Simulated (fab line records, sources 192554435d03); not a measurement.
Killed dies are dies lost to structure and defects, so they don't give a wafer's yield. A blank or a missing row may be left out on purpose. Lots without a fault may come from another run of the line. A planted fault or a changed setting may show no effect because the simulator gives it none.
Which tool did it? | flow n5_finfet | 21 lots, 63 wafers sampled, at 5 steps of a route of 1938

WHAT THE GAUGES READ, wafer by wafer
N5_HKMG_FIN_CD_MEAS_12: target cd 92.8 nm. Usual: cd_nm 92.3 nm, standard deviation 0.75.
lot  | measured    | on        | cd_nm (nm)     | flag
L074 | day 4 07:10 | cd_sem-01 | 90.9 91.6 93.1 |
L076 | day 4 19:56 | cd_sem-02 | 92.8 92.5 93.3 |
L077 | day 5 03:23 | cd_sem-02 | 92.3 91.9 92.7 |
L079 | day 5 10:32 | cd_sem-02 | 92.5 91.4 92.0 |
L081 | day 6 00:22 | cd_sem-01 | 92.0 92.9 91.7 |
L082 | day 6 06:22 | cd_sem-03 | 91.7 91.8 92.5 |
L083 | day 6 13:11 | cd_sem-02 | 92.1 90.9 92.1 |
L084 | day 6 15:56 | cd_sem-02 | 92.5 93.9 92.7 |
L085 | day 7 05:15 | cd_sem-03 | 91.1 91.6 92.5 |
L086 | day 7 09:58 | cd_sem-01 | 93.0 93.9 92.8 |
L087 | day 7 13:51 | cd_sem-01 | 92.7 92.1 93.9 |
L088 | day 7 17:20 | cd_sem-01 | 92.3 92.6 92.5 |
L089 | day 7 20:46 | cd_sem-01 | 93.7 92.6 91.7 |
L090 | day 8 02:14 | cd_sem-02 | 92.7 93.0 92.5 |
L091 | day 8 07:42 | cd_sem-01 | 92.5 92.2 91.1 |
L092 | day 8 20:39 | cd_sem-03 | 91.6 90.9 91.7 |
L093 | day 8 23:11 | cd_sem-01 | 91.9 92.0 93.0 |
L094 | day 9 04:53 | cd_sem-02 | 92.1 91.9 92.4 |
L095 | day 9 15:46 | cd_sem-03 | 92.4 92.6 92.2 |
L096 | day 9 20:55 | cd_sem-02 | 91.3 92.7 94.0 |
L097 | day 9 21:40 | cd_sem-01 | 92.2 90.4 91.9 |

WHICH TOOL RAN EACH LOT (tool, then ch and the chambers of the sampled wafers, then the start)
lot  | N5_SDB_ETCH_25                    | N5_HKMG_FIN_ETCH_54               | N5_HKMG_FIN_ETCH_55               | N5_HKMG_FIN_PWFM_ALD_03
L074 | rie_diel-02 ch 0,2,3, day 3 23:02 | rie_diel-04 ch 0,1,2, day 4 03:56 | rie_diel-04 ch 0,1,2, day 4 03:59 | ald_metal-01 ch 0,1, day 4 06:20
L076 | rie_diel-05 ch 0,1,3, day 4 11:32 | rie_diel-04 ch 0,3, day 4 16:35   | rie_diel-04 ch 0,3, day 4 16:39   | ald_metal-01 ch 1,2, day 4 19:06
L077 | rie_diel-02 ch 0,1,2, day 4 18:35 | rie_diel-02 ch 1,2,3, day 5 00:08 | rie_diel-02 ch 1,2,3, day 5 00:11 | ald_metal-04 ch 0,1,3, day 5 02:32
L079 | rie_diel-05 ch 0,1,2, day 5 01:47 | rie_diel-02 ch 0,2,3, day 5 07:24 | rie_diel-02 ch 0,2,3, day 5 07:28 | ald_metal-01 ch 0,1,3, day 5 09:49
L081 | rie_diel-05 ch 1,2, day 5 16:07   | rie_diel-02 ch 0,2,3, day 5 21:15 | rie_diel-02 ch 0,2,3, day 5 21:18 | ald_metal-01 ch 0,2,3, day 5 23:39
L082 | rie_diel-02 ch 0,1,3, day 5 21:59 | rie_diel-02 ch 1,2,3, day 6 03:14 | rie_diel-02 ch 1,2,3, day 6 03:17 | ald_metal-04 ch 1,2,3, day 6 05:39
L083 | rie_diel-04 ch 1,2, day 6 04:30   | rie_diel-04 ch 0,2, day 6 10:00   | rie_diel-04 ch 0,2, day 6 10:03   | ald_metal-02 ch 0,2,3, day 6 12:28
L084 | rie_diel-02 ch 0,2, day 6 07:36   | rie_diel-04 ch 1,2, day 6 12:41   | rie_diel-04 ch 1,2, day 6 12:44   | ald_metal-02 ch 1,3, day 6 15:06
L085 | rie_diel-04 ch 0,1,2, day 6 20:59 | rie_diel-05 ch 1,2,3, day 7 02:02 | rie_diel-05 ch 1,2,3, day 7 02:09 | ald_metal-04 ch 0,1,2, day 7 04:25
L086 | rie_diel-02 ch 0,3, day 7 00:49   | rie_diel-04 ch 0,2, day 7 06:41   | rie_diel-04 ch 0,2, day 7 06:45   | ald_metal-02 ch 1,3, day 7 09:07
L087 | rie_diel-04 ch 0,1,2, day 7 05:35 | rie_diel-05 ch 1,2,3, day 7 10:43 | rie_diel-05 ch 1,2,3, day 7 10:46 | ald_metal-02 ch 1,2,3, day 7 13:08
L088 | rie_diel-04 ch 0,1,2, day 7 08:49 | rie_diel-02 ch 1,2,3, day 7 13:48 | rie_diel-02 ch 1,2,3, day 7 13:52 | ald_metal-04 ch 1,2,3, day 7 16:30
L089 | rie_diel-05 ch 1,2,3, day 7 12:18 | rie_diel-04 ch 0,2,3, day 7 17:37 | rie_diel-04 ch 0,2,3, day 7 17:40 | ald_metal-02 ch 1,2, day 7 20:03
L090 | rie_diel-02 ch 0,2,3, day 7 17:37 | rie_diel-05 ch 1,2,3, day 7 22:59 | rie_diel-05 ch 1,2,3, day 7 23:02 | ald_metal-02 ch 0,1,3, day 8 01:25
L091 | rie_diel-04 ch 0,2,3, day 7 23:28 | rie_diel-04 ch 1,2,3, day 8 04:35 | rie_diel-04 ch 1,2,3, day 8 04:38 | ald_metal-04 ch 1,3, day 8 06:59
L092 | rie_diel-02 ch 1,2, day 8 11:49   | rie_diel-05 ch 0,1,2, day 8 17:23 | rie_diel-05 ch 0,1,2, day 8 17:27 | ald_metal-04 ch 0,2, day 8 19:49
L093 | rie_diel-04 ch 0,2,3, day 8 13:40 | rie_diel-02 ch 0,1,3, day 8 19:54 | rie_diel-02 ch 0,1,3, day 8 19:57 | ald_metal-02 ch 0,2,3, day 8 22:20
L094 | rie_diel-04 ch 0,2,3, day 8 20:00 | rie_diel-05 ch 0,1,3, day 9 01:25 | rie_diel-05 ch 0,1,3, day 9 01:29 | ald_metal-01 ch 0,1,2, day 9 04:03
L095 | rie_diel-04 ch 2,3, day 9 07:19   | rie_diel-02 ch 0,2,3, day 9 12:23 | rie_diel-02 ch 0,2,3, day 9 12:26 | ald_metal-02 ch 1,2,3, day 9 14:55
L096 | rie_diel-05 ch 0,2, day 9 12:08   | rie_diel-02 ch 0,1, day 9 17:40   | rie_diel-02 ch 0,1, day 9 17:43   | ald_metal-04 ch 1,2, day 9 20:04
L097 | rie_diel-02 ch 1,3, day 9 13:16   | rie_diel-02 ch 0,1,3, day 9 18:31 | rie_diel-02 ch 0,1,3, day 9 18:34 | ald_metal-02 ch 0,2,3, day 9 20:56
- N5_SDB_ETCH_25: etches SiO2 in C4F6/O2, target depth 10 nm, time 3.3 s.
- N5_HKMG_FIN_ETCH_54: etches SiARC in CF4, target depth 45.5 nm, time 75.8 s.
- N5_HKMG_FIN_ETCH_55: etches SOC in N2/H2, target depth 240 nm, time 300 s.
- N5_HKMG_FIN_PWFM_ALD_03: deposits TiN, target thk 2 nm, pulse time 1 s, purge time 3 s.

WHAT THE TOOLS THEMSELVES READ (means of the sampled wafers that have a number; where no wafer has one, the mark that the record gives instead)
N5_SDB_ETCH_25. Usual: drypump_motor_current_A 5.8 A, standard deviation 0.41; oes_ar_750_au 0.75 a.u., standard deviation 0.08; oes_product_au 0.75 a.u., standard deviation 0.089; rf_vpp_V 653 V, standard deviation 19; showerhead_plenum_p_Torr 2.85 Torr, standard deviation 0.11; throttle_valve_pct 21.10 %, standard deviation 0.21.
lot  | tool        | drypump_motor_current_A (A) | oes_ar_750_au (a.u.) | oes_product_au (a.u.) | rf_vpp_V (V) | showerhead_plenum_p_Torr (Torr) | throttle_valve_pct (%) | flag
L074 | rie_diel-02 | 6.1                         | 0.73                 | 0.71                  | 637          | 2.81                            | 21.11                  |
L076 | rie_diel-05 | 5.6                         | 0.74                 | 0.73                  | 644          | 2.91                            | 21.36                  |
L077 | rie_diel-02 | 5.9                         | 0.70                 | 0.70                  | 650          | 2.82                            | 21.13                  |
L079 | rie_diel-05 | 5.6                         | 0.75                 | 0.74                  | 651          | 2.84                            | 21.05                  |
L081 | rie_diel-05 | 5.7                         | 0.74                 | 0.75                  | 666          | 2.72                            | 20.99                  |
L082 | rie_diel-02 | 6.2                         | 0.70                 | 0.68                  | 653          | 2.83                            | 21.05                  |
L083 | rie_diel-04 | 5.4                         | 0.71                 | 0.70                  | 651          | 2.86                            | 21.24                  |
L084 | rie_diel-02 | 5.8                         | 0.70                 | 0.71                  | 633          | 2.79                            | 21.23                  |
L085 | rie_diel-04 | 5.5                         | 0.76                 | 0.76                  | 658          | 2.92                            | 21.14                  |
L086 | rie_diel-02 | 6.2                         | 0.71                 | 0.69                  | 636          | 2.78                            | 21.08                  |
L087 | rie_diel-04 | 5.5                         | 0.76                 | 0.76                  | 657          | 2.92                            | 21.15                  |
L088 | rie_diel-04 | 5.5                         | 0.75                 | 0.75                  | 659          | 2.92                            | 21.15                  |
L089 | rie_diel-05 | 5.7                         | 0.81                 | 0.82                  | 661          | 2.79                            | 21.19                  |
L090 | rie_diel-02 | 6.1                         | 0.70                 | 0.68                  | 636          | 2.79                            | 21.15                  |
L091 | rie_diel-04 | 5.6                         | 0.82                 | 0.84                  | 665          | 2.87                            | 21.09                  |
L092 | rie_diel-02 | 5.8                         | 0.83                 | 0.84                  | 666          | 2.86                            | 20.89                  |
L093 | rie_diel-04 | 5.7                         | 0.82                 | 0.82                  | 664          | 2.87                            | 21.10                  |
L094 | rie_diel-04 | 5.7                         | 0.81                 | 0.83                  | 664          | 2.87                            | 21.11                  |
L095 | rie_diel-04 | 5.8                         | 0.83                 | 0.84                  | 666          | 2.80                            | 21.01                  |
L096 | rie_diel-05 | 5.2                         | 0.85                 | 0.86                  | 633          | 2.82                            | 20.84                  |
L097 | rie_diel-02 | 6.3                         | 0.75                 | 0.75                  | 658          | 2.86                            | 20.95                  |

N5_HKMG_FIN_ETCH_54. Usual: drypump_motor_current_A 5.8 A, standard deviation 0.4; etch_rf_on_time_s 77.3 s, standard deviation 2.7; oes_product_au 0.65 a.u., standard deviation 0.092; rf_vpp_V 184.0 V, standard deviation 1.2; showerhead_plenum_p_Torr 2.15 Torr, standard deviation 0.082; throttle_valve_pct 15.55 %, standard deviation 0.22.
lot  | tool        | drypump_motor_current_A (A) | etch_rf_on_time_s (s) | oes_product_au (a.u.) | rf_vpp_V (V) | showerhead_plenum_p_Torr (Torr) | throttle_valve_pct (%) | flag
L074 | rie_diel-04 | 5.5                         | 76.6                  | 0.68                  | 184.5        | 2.21                            | 15.57                  |
L076 | rie_diel-04 | 5.8                         | 77.5                  | 0.72                  | 184.7        | 2.23                            | 15.54                  |
L077 | rie_diel-02 | 6.0                         | 79.0                  | 0.59                  | 184.8        | 2.15                            | 15.56                  |
L079 | rie_diel-02 | 6.1                         | 77.0                  | 0.60                  | 182.6        | 2.10                            | 15.53                  |
L081 | rie_diel-02 | 6.1                         | 77.0                  | 0.60                  | 184.1        | 2.10                            | 15.55                  |
L082 | rie_diel-02 | 6.0                         | 79.5                  | 0.58                  | 184.3        | 2.14                            | 15.58                  |
L083 | rie_diel-04 | 5.5                         | 76.1                  | 0.71                  | 185.3        | 2.23                            | 15.66                  |
L084 | rie_diel-04 | 5.3                         | 77.8                  | 0.59                  | 183.6        | 2.15                            | 15.72                  |
L085 | rie_diel-05 | 5.7                         | 76.8                  | 0.70                  | 183.1        | 2.11                            | 15.64                  |
L086 | rie_diel-04 | 5.4                         | 76.4                  | 0.64                  | 183.6        | 2.17                            | 15.78                  |
L087 | rie_diel-05 | 5.7                         | 76.2                  | 0.70                  | 183.6        | 2.11                            | 15.65                  |
L088 | rie_diel-02 | 6.0                         | 80.0                  | 0.66                  | 183.5        | 2.14                            | 15.44                  |
L089 | rie_diel-04 | 5.7                         | 76.9                  | 0.72                  | 184.2        | 2.17                            | 15.54                  |
L090 | rie_diel-05 | 5.7                         | 77.0                  | 0.69                  | 183.6        | 2.11                            | 15.66                  |
L091 | rie_diel-04 | 5.6                         | 77.3                  | 0.65                  | 184.5        | 2.14                            | 15.51                  |
L092 | rie_diel-05 | 5.5                         | 75.5                  | 0.70                  | 183.8        | 2.13                            | 15.46                  |
L093 | rie_diel-02 | 6.2                         | 78.5                  | 0.65                  | 183.7        | 2.11                            | 15.34                  |
L094 | rie_diel-05 | 5.6                         | 75.1                  | 0.74                  | 184.4        | 2.18                            | 15.54                  |
L095 | rie_diel-02 | 6.1                         | 77.2                  | 0.58                  | 183.1        | 2.09                            | 15.61                  |
L096 | rie_diel-02 | 6.0                         | 78.4                  | 0.70                  | 183.7        | 2.13                            | 15.26                  |
L097 | rie_diel-02 | 6.2                         | 78.6                  | 0.64                  | 183.4        | 2.11                            | 15.35                  |

N5_HKMG_FIN_ETCH_55. Usual: drypump_motor_current_A 5.8 A, standard deviation 0.4; oes_product_au 0.76 a.u., standard deviation 0.11; rf_vpp_V 523.9 V, standard deviation 3; showerhead_plenum_p_Torr 2.56 Torr, standard deviation 0.1; temp_c 40.01 C, standard deviation 0.1; throttle_valve_pct 17.86 %, standard deviation 0.25.
lot  | tool        | drypump_motor_current_A (A) | oes_product_au (a.u.) | rf_vpp_V (V) | showerhead_plenum_p_Torr (Torr) | temp_c (C) | throttle_valve_pct (%) | flag
L074 | rie_diel-04 | 5.5                         | 0.79                  | 526.1        | 2.64                            | 39.98      | 17.94                  |
L076 | rie_diel-04 | 5.8                         | 0.84                  | 525.7        | 2.65                            | 40.23      | 17.76                  |
L077 | rie_diel-02 | 6.0                         | 0.69                  | 525.1        | 2.57                            | 39.96      | 17.99                  |
L079 | rie_diel-02 | 6.1                         | 0.70                  | 522.4        | 2.50                            | 39.99      | 17.87                  |
L081 | rie_diel-02 | 6.1                         | 0.70                  | 522.6        | 2.50                            | 39.97      | 17.87                  |
L082 | rie_diel-02 | 6.0                         | 0.68                  | 525.1        | 2.56                            | 40.17      | 18.01                  |
L083 | rie_diel-04 | 5.5                         | 0.82                  | 526.2        | 2.67                            | 40.01      | 18.02                  |
L084 | rie_diel-04 | 5.4                         | 0.69                  | 524.7        | 2.57                            | 40.01      | 18.13                  |
L085 | rie_diel-05 | 5.7                         | 0.82                  | 522.5        | 2.49                            | 39.98      | 17.86                  |
L086 | rie_diel-04 | 5.4                         | 0.75                  | 524.9        | 2.60                            | 40.01      | 18.21                  |
L087 | rie_diel-05 | 5.7                         | 0.81                  | 522.2        | 2.49                            | 39.96      | 17.86                  |
L088 | rie_diel-02 | 6.1                         | 0.77                  | 524.1        | 2.56                            | 39.92      | 17.87                  |
L089 | rie_diel-04 | 5.6                         | 0.84                  | 524.9        | 2.58                            | 40.01      | 17.85                  |
L090 | rie_diel-05 | 5.7                         | 0.80                  | 522.2        | 2.49                            | 40.09      | 17.88                  |
L091 | rie_diel-04 | 5.6                         | 0.77                  | 524.5        | 2.54                            | 39.99      | 17.78                  |
L092 | rie_diel-05 | 5.6                         | 0.80                  | 524.1        | 2.53                            | 39.98      | 17.66                  |
L093 | rie_diel-02 | 6.2                         | 0.75                  | 523.5        | 2.52                            | 40.11      | 17.75                  |
L094 | rie_diel-05 | 5.6                         | 0.88                  | 525.2        | 2.58                            | 39.96      | 17.77                  |
L095 | rie_diel-02 | 6.1                         | 0.67                  | 522.0        | 2.49                            | 40.01      | 17.94                  |
L096 | rie_diel-02 | 6.0                         | 0.81                  | 523.6        | 2.55                            | 40.04      | 17.71                  |
L097 | rie_diel-02 | 6.2                         | 0.74                  | 522.4        | 2.52                            | 40.00      | 17.77                  |

N5_HKMG_FIN_PWFM_ALD_03. Usual: heater_power_w 873 W, standard deviation 74; precursor_pulse_height_rel 0.997, standard deviation 0.02.
lot  | tool         | heater_power_w (W) | precursor_pulse_height_rel | flag
L074 | ald_metal-01 | 934                | 0.989                      |
L076 | ald_metal-01 | 923                | 0.993                      |
L077 | ald_metal-04 | 803                | 0.978                      |
L079 | ald_metal-01 | 925                | 0.981                      |
L081 | ald_metal-01 | 990                | 0.997                      |
L082 | ald_metal-04 | 809                | 0.999                      |
L083 | ald_metal-02 | 897                | 1.004                      |
L084 | ald_metal-02 | 845                | 0.999                      |
L085 | ald_metal-04 | 811                | 0.995                      |
L086 | ald_metal-02 | 852                | 0.998                      |
L087 | ald_metal-02 | 876                | 0.991                      |
L088 | ald_metal-04 | 808                | 1.001                      |
L089 | ald_metal-02 | 899                | 1.001                      |
L090 | ald_metal-02 | 824                | 0.976                      |
L091 | ald_metal-04 | 810                | 1.005                      |
L092 | ald_metal-04 | 806                | 0.980                      |
L093 | ald_metal-02 | 894                | 0.974                      |
L094 | ald_metal-01 | 944                | 1.009                      |
L095 | ald_metal-02 | 874                | 1.007                      |
L096 | ald_metal-04 | 814                | 0.987                      |
L097 | ald_metal-02 | 892                | 0.999                      |

THE ANSWER, worked out from the rows above alone
Rule: a lot is off if the mean of its wafers that have a number lies more than 3 standard deviations from the usual mean. A lot without any number at a reading at which 4 lots or more have one is off too. The other lots that the step has rows for count as sound. The gauges are gone through in route order, then the tools' own readings, and for those a lot's mean is taken as printed above. The first step at which some lot is off is used, and at that step the reading that is off furthest; a lot without a number counts as furthest.
No lot is off at any reading shown: from this, nothing can be told.

WHAT THE SIMULATOR HAD PUT IN
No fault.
